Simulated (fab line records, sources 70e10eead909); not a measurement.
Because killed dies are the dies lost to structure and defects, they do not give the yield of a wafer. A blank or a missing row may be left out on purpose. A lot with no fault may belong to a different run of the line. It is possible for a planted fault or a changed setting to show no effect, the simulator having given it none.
Which of the tools did it? / flow nandHarc / Sampling: 11 lots, 33 wafers, 7 of 1159 route steps

WHAT THE GAUGES READ, wafer by wafer
NHARC_P_CONTACT_CD_MEAS_12: target cd 90 nm. Usual: cdNm reads 89.6 nm (standard deviation 0.67).
lot=L112; measured=day 6 00:12; on=cdSem-03; cdNm (nm)=90.4 89.0 89.8; flag=
lot=L114; measured=day 6 15:03; on=cdSem-01; cdNm (nm)=97.9 98.2 97.8; flag=OFF
lot=L117; measured=day 6 21:28; on=cdSem-03; cdNm (nm)=90.4 89.7 90.7; flag=
lot=L123; measured=day 8 22:18; on=cdSem-03; cdNm (nm)=90.8 89.2 89.0; flag=
lot=L127; measured=day 9 16:50; on=cdSem-03; cdNm (nm)=88.8 90.2 89.1; flag=
lot=L128; measured=day 9 17:00; on=cdSem-03; cdNm (nm)=90.0 89.0 89.3; flag=
lot=L131; measured=day 10 06:21; on=cdSem-03; cdNm (nm)=88.4 88.7 88.8; flag=
lot=L130; measured=day 10 06:58; on=cdSem-01; cdNm (nm)=90.6 91.2 89.8; flag=
lot=L132; measured=day 10 17:17; on=cdSem-02; cdNm (nm)=88.6 90.0 89.2; flag=
lot=L133; measured=day 11 00:20; on=cdSem-03; cdNm (nm)=88.7 89.1 89.3; flag=
lot=L134; measured=day 11 14:37; on=cdSem-03; cdNm (nm)=90.2 90.0 89.8; flag=

NHARC_P_CONTACT_CD_MEAS_19. Usual: cdNm reads 89.4 nm (standard deviation 1.6).
lot=L112; measured=day 6 01:25; on=cdSem-01; cdNm (nm)=86.9 85.8 89.1; flag=
lot=L114; measured=day 6 16:07; on=cdSem-03; cdNm (nm)=96.4 98.8 95.5; flag=OFF
lot=L117; measured=day 6 22:43; on=cdSem-03; cdNm (nm)=92.0 90.4 90.3; flag=
lot=L123; measured=day 8 23:23; on=cdSem-01; cdNm (nm)=91.6 88.6 89.3; flag=
lot=L127; measured=day 9 17:55; on=cdSem-03; cdNm (nm)=87.5 87.9 88.1; flag=
lot=L128; measured=day 9 18:04; on=cdSem-03; cdNm (nm)=89.2 88.0 90.6; flag=
lot=L131; measured=day 10 07:24; on=cdSem-02; cdNm (nm)=86.7 88.2 89.0; flag=
lot=L130; measured=day 10 08:41; on=cdSem-02; cdNm (nm)=90.9 89.1 90.6; flag=
lot=L132; measured=day 10 18:25; on=cdSem-03; cdNm (nm)=88.1 90.1 88.7; flag=
lot=L133; measured=day 11 01:33; on=cdSem-03; cdNm (nm)=89.0 88.8 89.8; flag=
lot=L134; measured=day 11 15:41; on=cdSem-02; cdNm (nm)=92.0 92.4 89.7; flag=

NHARC_END_SORT_01. Usual: killedAtArray 29, standard deviation 11; killedAtOther 0.7, standard deviation 1.1; killedAtPeriphery 3.1, standard deviation 2; killedDies 33, standard deviation 11; killedOpen 3.5, standard deviation 1.8; killedShort 2.0, standard deviation 1.4.
lot=L114; measured=day 21 14:13; on=prober-02; killedAtArray=17; killedAtOther=0; killedAtPeriphery=6; killedDies=23; killedOpen=3; killedShort=6; flag=

WHICH TOOL RAN EACH LOT (tool, then ch and the chambers of the sampled wafers, then the start)
lot=L112; NHARC_P_GATE_DESCUM_93=rieDiel-07 ch 2,3, day 5 19:17; NHARC_P_GATE_RTA_82=rtpAnneal-01 ch 0, day 5 22:10; NHARC_P_CONTACT_EXPOSE_09=arfiScanner-02 ch 0, day 6 00:04; NHARC_P_CONTACT_ETCH_36=rieDiel-08 ch 0,3, day 6 01:25 or earlier
lot=L114; NHARC_P_GATE_DESCUM_93=rieDiel-07 ch 1,2, day 6 10:18; NHARC_P_GATE_RTA_82=rtpAnneal-01 ch 0, day 6 13:16; NHARC_P_CONTACT_EXPOSE_09=arfiScanner-02 ch 0, day 6 14:55; NHARC_P_CONTACT_ETCH_36=rieDiel-10 ch 0,2,3, day 6 16:07 or earlier
lot=L117; NHARC_P_GATE_DESCUM_93=rieDiel-07 ch 0,1, day 6 16:52; NHARC_P_GATE_RTA_82=rtpAnneal-02 ch 0, day 6 19:40; NHARC_P_CONTACT_EXPOSE_09=arfiScanner-01 ch 0, day 6 21:20; NHARC_P_CONTACT_ETCH_36=rieDiel-08 ch 0,1, day 6 22:43 or earlier
lot=L123; NHARC_P_GATE_DESCUM_93=rieDiel-07 ch 1,2,3, day 8 17:10; NHARC_P_GATE_RTA_82=rtpAnneal-01 ch 0, day 8 20:35; NHARC_P_CONTACT_EXPOSE_09=arfiScanner-01 ch 0, day 8 22:10; NHARC_P_CONTACT_ETCH_36=rieDiel-08 ch 1,2,3, day 8 23:23 or earlier
lot=L127; NHARC_P_GATE_DESCUM_93=rieDiel-07 ch 1,2, day 9 11:56; NHARC_P_GATE_RTA_82=rtpAnneal-01 ch 0, day 9 15:02; NHARC_P_CONTACT_EXPOSE_09=arfiScanner-03 ch 0, day 9 16:41; NHARC_P_CONTACT_ETCH_36=rieDiel-02 ch 0,1,3, day 9 17:55 or earlier
lot=L128; NHARC_P_GATE_DESCUM_93=rieDiel-05 ch 1,2, day 9 12:17; NHARC_P_GATE_RTA_82=rtpAnneal-01 ch 0, day 9 15:14; NHARC_P_CONTACT_EXPOSE_09=arfiScanner-01 ch 0, day 9 16:52; NHARC_P_CONTACT_ETCH_36=rieDiel-08 ch 0,2,3, day 9 18:04 or earlier
lot=L131; NHARC_P_GATE_DESCUM_93=rieDiel-05 ch 0,1,3, day 10 01:39; NHARC_P_GATE_RTA_82=rtpAnneal-02 ch 0, day 10 04:38; NHARC_P_CONTACT_EXPOSE_09=arfiScanner-01 ch 0, day 10 06:13; NHARC_P_CONTACT_ETCH_36=rieDiel-10 ch 1,2,3, day 10 07:24 or earlier
lot=L130; NHARC_P_GATE_DESCUM_93=rieDiel-05 ch 0,1,2, day 10 02:09; NHARC_P_GATE_RTA_82=rtpAnneal-02 ch 0, day 10 04:58; NHARC_P_CONTACT_EXPOSE_09=arfiScanner-02 ch 0, day 10 06:50; NHARC_P_CONTACT_ETCH_36=rieDiel-02 ch 0,1,2, day 10 08:41 or earlier
lot=L132; NHARC_P_GATE_DESCUM_93=rieDiel-05 ch 0,3, day 10 12:20; NHARC_P_GATE_RTA_82=rtpAnneal-01 ch 0, day 10 15:18; NHARC_P_CONTACT_EXPOSE_09=arfiScanner-02 ch 0, day 10 17:08; NHARC_P_CONTACT_ETCH_36=rieDiel-08 ch 0,1,3, day 10 18:25 or earlier
lot=L133; NHARC_P_GATE_DESCUM_93=rieDiel-05 ch 0,1,2, day 10 19:52; NHARC_P_GATE_RTA_82=rtpAnneal-02 ch 0, day 10 22:39; NHARC_P_CONTACT_EXPOSE_09=arfiScanner-02 ch 0, day 11 00:12; NHARC_P_CONTACT_ETCH_36=rieDiel-10 ch 1,3, day 11 01:33 or earlier
lot=L134; NHARC_P_GATE_DESCUM_93=rieDiel-07 ch 0,1, day 11 10:04; NHARC_P_GATE_RTA_82=rtpAnneal-01 ch 0, day 11 12:48; NHARC_P_CONTACT_EXPOSE_09=arfiScanner-03 ch 0, day 11 14:29; NHARC_P_CONTACT_ETCH_36=rieDiel-08 ch 2,3, day 11 15:41 or earlier
- NHARC_P_GATE_DESCUM_93: chemistry O2, time 3 s.
- NHARC_P_GATE_RTA_82: time 30 s.
- NHARC_P_CONTACT_EXPOSE_09: exposes mask P CA, target cd 90 nm.
- NHARC_P_CONTACT_ETCH_36: etches the open film in N2/H2, target depth 260 nm, time 406.25 s.

WHAT THE TOOLS THEMSELVES READ (means of the sampled wafers that have a number; where no wafer has one, the mark that the record gives instead)
NHARC_P_GATE_DESCUM_93. Usual: drypumpMotorCurrentA 5.8 A, standard deviation 0.48; oesProductAu 0.999 a.u., standard deviation 0.011; rfVppV 58.0 V, standard deviation 0.97; showerheadPlenumPTorr 1.95 Torr, standard deviation 0.077; throttleValvePct 11.312 %, standard deviation 0.01.
lot=L112; tool=rieDiel-07; drypumpMotorCurrentA (A)=6.2; oesProductAu (a.u.)=1.006; rfVppV (V)=58.5; showerheadPlenumPTorr (Torr)=2.02; throttleValvePct (%)=11.309; flag=
lot=L114; tool=rieDiel-07; drypumpMotorCurrentA (A)=6.6; oesProductAu (a.u.)=1.009; rfVppV (V)=58.0; showerheadPlenumPTorr (Torr)=2.00; throttleValvePct (%)=11.313; flag=
lot=L117; tool=rieDiel-07; drypumpMotorCurrentA (A)=6.0; oesProductAu (a.u.)=0.999; rfVppV (V)=57.6; showerheadPlenumPTorr (Torr)=1.93; throttleValvePct (%)=11.314; flag=
lot=L123; tool=rieDiel-07; drypumpMotorCurrentA (A)=6.0; oesProductAu (a.u.)=1.004; rfVppV (V)=58.5; showerheadPlenumPTorr (Torr)=2.01; throttleValvePct (%)=11.312; flag=
lot=L127; tool=rieDiel-07; drypumpMotorCurrentA (A)=6.5; oesProductAu (a.u.)=1.014; rfVppV (V)=58.0; showerheadPlenumPTorr (Torr)=2.00; throttleValvePct (%)=11.301; flag=
lot=L128; tool=rieDiel-05; drypumpMotorCurrentA (A)=5.6; oesProductAu (a.u.)=1.003; rfVppV (V)=58.3; showerheadPlenumPTorr (Torr)=1.96; throttleValvePct (%)=11.313; flag=
lot=L131; tool=rieDiel-05; drypumpMotorCurrentA (A)=5.6; oesProductAu (a.u.)=0.988; rfVppV (V)=58.2; showerheadPlenumPTorr (Torr)=1.93; throttleValvePct (%)=11.316; flag=
lot=L130; tool=rieDiel-05; drypumpMotorCurrentA (A)=5.6; oesProductAu (a.u.)=0.994; rfVppV (V)=58.9; showerheadPlenumPTorr (Torr)=1.92; throttleValvePct (%)=11.314; flag=
lot=L132; tool=rieDiel-05; drypumpMotorCurrentA (A)=5.6; oesProductAu (a.u.)=0.993; rfVppV (V)=57.5; showerheadPlenumPTorr (Torr)=1.95; throttleValvePct (%)=11.304; flag=
lot=L133; tool=rieDiel-05; drypumpMotorCurrentA (A)=5.6; oesProductAu (a.u.)=0.997; rfVppV (V)=58.4; showerheadPlenumPTorr (Torr)=1.92; throttleValvePct (%)=11.311; flag=
lot=L134; tool=rieDiel-07; drypumpMotorCurrentA (A)=6.0; oesProductAu (a.u.)=0.983; rfVppV (V)=57.8; showerheadPlenumPTorr (Torr)=1.93; throttleValvePct (%)=11.314; flag=

NHARC_P_GATE_RTA_82. Usual: annealTempCMax 452.4, standard deviation 0.43; lampPowerPct 3.95 %, standard deviation 0.066; lamp_zone_4_pct 3.95 %, standard deviation 0.066; wafer_temp_C_max 452.7, standard deviation 0.69.
lot=L112; tool=rtpAnneal-01; annealTempCMax=452.4; lampPowerPct (%)=3.90; lamp_zone_4_pct (%)=3.90; wafer_temp_C_max=453.2; flag=
lot=L114; tool=rtpAnneal-01; annealTempCMax=452.3; lampPowerPct (%)=3.90; lamp_zone_4_pct (%)=3.90; wafer_temp_C_max=453.0; flag=
lot=L117; tool=rtpAnneal-02; annealTempCMax=452.5; lampPowerPct (%)=4.04; lamp_zone_4_pct (%)=4.04; wafer_temp_C_max=452.1; flag=
lot=L123; tool=rtpAnneal-01; annealTempCMax=452.5; lampPowerPct (%)=3.90; lamp_zone_4_pct (%)=3.90; wafer_temp_C_max=452.6; flag=
lot=L127; tool=rtpAnneal-01; annealTempCMax=451.8; lampPowerPct (%)=3.90; lamp_zone_4_pct (%)=3.90; wafer_temp_C_max=453.3; flag=
lot=L128; tool=rtpAnneal-01; annealTempCMax=452.7; lampPowerPct (%)=3.90; lamp_zone_4_pct (%)=3.90; wafer_temp_C_max=453.2; flag=
lot=L131; tool=rtpAnneal-02; annealTempCMax=452.6; lampPowerPct (%)=4.04; lamp_zone_4_pct (%)=4.04; wafer_temp_C_max=452.5; flag=
lot=L130; tool=rtpAnneal-02; annealTempCMax=452.3; lampPowerPct (%)=4.04; lamp_zone_4_pct (%)=4.04; wafer_temp_C_max=452.3; flag=
lot=L132; tool=rtpAnneal-01; annealTempCMax=452.5; lampPowerPct (%)=3.90; lamp_zone_4_pct (%)=3.90; wafer_temp_C_max=452.7; flag=
lot=L133; tool=rtpAnneal-02; annealTempCMax=452.6; lampPowerPct (%)=4.04; lamp_zone_4_pct (%)=4.04; wafer_temp_C_max=452.4; flag=
lot=L134; tool=rtpAnneal-01; annealTempCMax=452.5; lampPowerPct (%)=3.90; lamp_zone_4_pct (%)=3.90; wafer_temp_C_max=453.3; flag=

NHARC_P_CONTACT_ETCH_36. Usual: drypumpMotorCurrentA 5.6 A, standard deviation 0.46; oesProductAu 1.003 a.u., standard deviation 0.0089; rfVppV 430 V, standard deviation 3.1; showerheadPlenumPTorr 2.02 Torr, standard deviation 0.11; throttleValvePct 14.171 %, standard deviation 0.0091.
lot=L112; tool=rieDiel-08; drypumpMotorCurrentA (A)=5.9; oesProductAu (a.u.)=1.004; rfVppV (V)=430; showerheadPlenumPTorr (Torr)=1.99; throttleValvePct (%)=14.168; flag=
lot=L114; tool=rieDiel-10; drypumpMotorCurrentA (A)=5.6; oesProductAu (a.u.)=0.999; rfVppV (V)=431; showerheadPlenumPTorr (Torr)=2.05; throttleValvePct (%)=14.158; flag=
lot=L117; tool=rieDiel-08; drypumpMotorCurrentA (A)=5.8; oesProductAu (a.u.)=1.009; rfVppV (V)=434; showerheadPlenumPTorr (Torr)=2.16; throttleValvePct (%)=14.166; flag=
lot=L123; tool=rieDiel-08; drypumpMotorCurrentA (A)=5.5; oesProductAu (a.u.)=1.005; rfVppV (V)=429; showerheadPlenumPTorr (Torr)=1.99; throttleValvePct (%)=14.176; flag=
lot=L127; tool=rieDiel-02; drypumpMotorCurrentA (A)=5.6; oesProductAu (a.u.)=1.007; rfVppV (V)=429; showerheadPlenumPTorr (Torr)=1.99; throttleValvePct (%)=14.175; flag=
lot=L128; tool=rieDiel-08; drypumpMotorCurrentA (A)=5.8; oesProductAu (a.u.)=1.005; rfVppV (V)=429; showerheadPlenumPTorr (Torr)=1.98; throttleValvePct (%)=14.172; flag=
lot=L131; tool=rieDiel-10; drypumpMotorCurrentA (A)=5.5; oesProductAu (a.u.)=0.992; rfVppV (V)=432; showerheadPlenumPTorr (Torr)=2.08; throttleValvePct (%)=14.171; flag=
lot=L130; tool=rieDiel-02; drypumpMotorCurrentA (A)=5.7; oesProductAu (a.u.)=1.013; rfVppV (V)=428; showerheadPlenumPTorr (Torr)=1.94; throttleValvePct (%)=14.175; flag=
lot=L132; tool=rieDiel-08; drypumpMotorCurrentA (A)=5.8; oesProductAu (a.u.)=1.000; rfVppV (V)=432; showerheadPlenumPTorr (Torr)=2.07; throttleValvePct (%)=14.162; flag=
lot=L133; tool=rieDiel-10; drypumpMotorCurrentA (A)=5.6; oesProductAu (a.u.)=0.998; rfVppV (V)=434; showerheadPlenumPTorr (Torr)=2.15; throttleValvePct (%)=14.169; flag=
lot=L134; tool=rieDiel-08; drypumpMotorCurrentA (A)=5.5; oesProductAu (a.u.)=0.995; rfVppV (V)=426; showerheadPlenumPTorr (Torr)=1.90; throttleValvePct (%)=14.167; flag=

THE ANSWER, worked out from the rows above alone
Rule: take the mean of a lot's wafers that have a number; if it is more than 3 standard deviations from the usual mean, the lot is off. Also off: a lot with no number at a reading for which 4 or more lots have one. The other lots that the step has rows for count as sound. Order of review: gauges by route order, followed by the tools' own readings, for which a lot's mean as printed above is used. At the first step where some lot is off, the reading lying furthest off is the one used; lots without a number count as furthest.
Off: L114 (NHARC_P_CONTACT_CD_MEAS_12, cdNm).
If a tool, at a process step before that reading, ran all the lots that are off and no sound lot after the first of them, it fits. Not tried: the gauges at NHARC_P_CONTACT_CD_MEAS_12; whatever is off there is also off at NHARC_P_CONTACT_CD_MEAS_19, on other tools, and gauge error can't account for it. No candidate that was tried fits.

WHAT HAD BEEN PUT IN BY THE SIMULATOR
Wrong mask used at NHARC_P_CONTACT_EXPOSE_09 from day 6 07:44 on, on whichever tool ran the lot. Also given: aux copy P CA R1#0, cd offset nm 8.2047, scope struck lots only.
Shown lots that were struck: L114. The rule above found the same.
